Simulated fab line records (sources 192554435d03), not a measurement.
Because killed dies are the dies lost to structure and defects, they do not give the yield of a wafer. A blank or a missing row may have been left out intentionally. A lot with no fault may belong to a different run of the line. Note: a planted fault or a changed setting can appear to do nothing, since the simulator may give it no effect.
Chamber matching / flow n5_finfet / 4 sister chambers for N5_BEOL_M10_ETCH_62 on rie_diel-05
The step etches SOC in N2/H2, target depth 110 nm, overetch 22 nm, time 165 s. 18 wafers are shown with their chamber, then 9 later ones without.

## WAFERS PAIRED WITH THEIR CHAMBERS
wafer=L075.3; chamber=1; drypump_motor_current_A (A)=4.9; throttle_valve_pct (%)=17.13; showerhead_plenum_p_Torr (Torr)=2.48
wafer=L075.4; chamber=1; drypump_motor_current_A (A)=4.9; throttle_valve_pct (%)=17.15; showerhead_plenum_p_Torr (Torr)=2.48
wafer=L075.6; chamber=0; drypump_motor_current_A (A)=5.3; throttle_valve_pct (%)=17.65; showerhead_plenum_p_Torr (Torr)=2.46
wafer=L074.2; chamber=3; drypump_motor_current_A (A)=5.4; throttle_valve_pct (%)=17.47; showerhead_plenum_p_Torr (Torr)=2.51
wafer=L074.5; chamber=0; drypump_motor_current_A (A)=5.3; throttle_valve_pct (%)=17.65; showerhead_plenum_p_Torr (Torr)=2.45
wafer=L074.6; chamber=3; drypump_motor_current_A (A)=5.4; throttle_valve_pct (%)=17.45; showerhead_plenum_p_Torr (Torr)=2.51
wafer=L078.1; chamber=0; drypump_motor_current_A (A)=5.3; throttle_valve_pct (%)=17.68; showerhead_plenum_p_Torr (Torr)=2.45
wafer=L078.5; chamber=3; drypump_motor_current_A (A)=5.4; throttle_valve_pct (%)=17.46; showerhead_plenum_p_Torr (Torr)=2.51
wafer=L078.6; chamber=0; drypump_motor_current_A (A)=5.3; throttle_valve_pct (%)=17.68; showerhead_plenum_p_Torr (Torr)=2.45
wafer=L082.2; chamber=0; drypump_motor_current_A (A)=5.3; throttle_valve_pct (%)=17.67; showerhead_plenum_p_Torr (Torr)=2.45
wafer=L082.3; chamber=1; drypump_motor_current_A (A)=4.8; throttle_valve_pct (%)=17.17; showerhead_plenum_p_Torr (Torr)=2.48
wafer=L082.6; chamber=3; drypump_motor_current_A (A)=5.4; throttle_valve_pct (%)=17.46; showerhead_plenum_p_Torr (Torr)=2.50
wafer=L084.1; chamber=3; drypump_motor_current_A (A)=5.4; throttle_valve_pct (%)=17.49; showerhead_plenum_p_Torr (Torr)=2.50
wafer=L084.3; chamber=2; drypump_motor_current_A (A)=5.6; throttle_valve_pct (%)=17.74; showerhead_plenum_p_Torr (Torr)=2.54
wafer=L084.5; chamber=1; drypump_motor_current_A (A)=4.8; throttle_valve_pct (%)=17.19; showerhead_plenum_p_Torr (Torr)=2.47
wafer=L087.1; chamber=3; drypump_motor_current_A (A)=5.4; throttle_valve_pct (%)=17.50; showerhead_plenum_p_Torr (Torr)=2.50
wafer=L087.4; chamber=1; drypump_motor_current_A (A)=4.9; throttle_valve_pct (%)=17.19; showerhead_plenum_p_Torr (Torr)=2.47
wafer=L087.5; chamber=0; drypump_motor_current_A (A)=5.3; throttle_valve_pct (%)=17.72; showerhead_plenum_p_Torr (Torr)=2.44

SIGNATURES, as means of the wafers listed above
reading=drypump_motor_current_A; chamber 0=5.300; chamber 1=4.860; chamber 2=5.600; chamber 3=5.400; scatter within a chamber=0.0293
reading=throttle_valve_pct; chamber 0=17.6750; chamber 1=17.1660; chamber 2=17.7400; chamber 3=17.4717; scatter within a chamber=0.0238
reading=showerhead_plenum_p_Torr; chamber 0=2.4500; chamber 1=2.4760; chamber 2=2.5400; chamber 3=2.5050; scatter within a chamber=0.00579
Rule: a wafer lies at a distance from a chamber equal to the root of the sum of squares, over the readings, of (its reading less the chamber's mean, divided by the reading's scatter). The wafer belongs to the nearest chamber; if the next one is less than 2 further off, it can't be placed. How the scatter is found: for the shown wafers, subtract from each reading the mean of its chamber, square and add these, divide the total by (wafers less chambers), then take the root.

## WAFERS WHOSE CHAMBER IS MISSING
wafer=L091.2; drypump_motor_current_A (A)=5.6; throttle_valve_pct (%)=17.76; showerhead_plenum_p_Torr (Torr)=2.53
wafer=L091.5; drypump_motor_current_A (A)=5.6; throttle_valve_pct (%)=17.77; showerhead_plenum_p_Torr (Torr)=2.53
wafer=L091.6; drypump_motor_current_A (A)=4.9; throttle_valve_pct (%)=17.21; showerhead_plenum_p_Torr (Torr)=2.47
wafer=L095.1; drypump_motor_current_A (A)=5.7; throttle_valve_pct (%)=17.79; showerhead_plenum_p_Torr (Torr)=2.53
wafer=L095.3; drypump_motor_current_A (A)=4.9; throttle_valve_pct (%)=17.22; showerhead_plenum_p_Torr (Torr)=2.46
wafer=L095.4; drypump_motor_current_A (A)=5.3; throttle_valve_pct (%)=17.74; showerhead_plenum_p_Torr (Torr)=2.43
wafer=L096.3; drypump_motor_current_A (A)=5.4; throttle_valve_pct (%)=17.52; showerhead_plenum_p_Torr (Torr)=2.49
wafer=L096.4; drypump_motor_current_A (A)=5.7; throttle_valve_pct (%)=17.77; showerhead_plenum_p_Torr (Torr)=2.53
wafer=L096.6; drypump_motor_current_A (A)=5.6; throttle_valve_pct (%)=17.81; showerhead_plenum_p_Torr (Torr)=2.53

## CHAMBER TAKEN BY EACH
wafer=L091.2; from the rows above=2; in truth=2
wafer=L091.5; from the rows above=2; in truth=2
wafer=L091.6; from the rows above=1; in truth=1
wafer=L095.1; from the rows above=2; in truth=2
wafer=L095.3; from the rows above=1; in truth=1
wafer=L095.4; from the rows above=0; in truth=0
wafer=L096.3; from the rows above=3; in truth=3
wafer=L096.4; from the rows above=2; in truth=2
wafer=L096.6; from the rows above=2; in truth=2
Placed correctly: 9 of 9. Not placeable from these rows: 0. Number placed wrongly: 0.
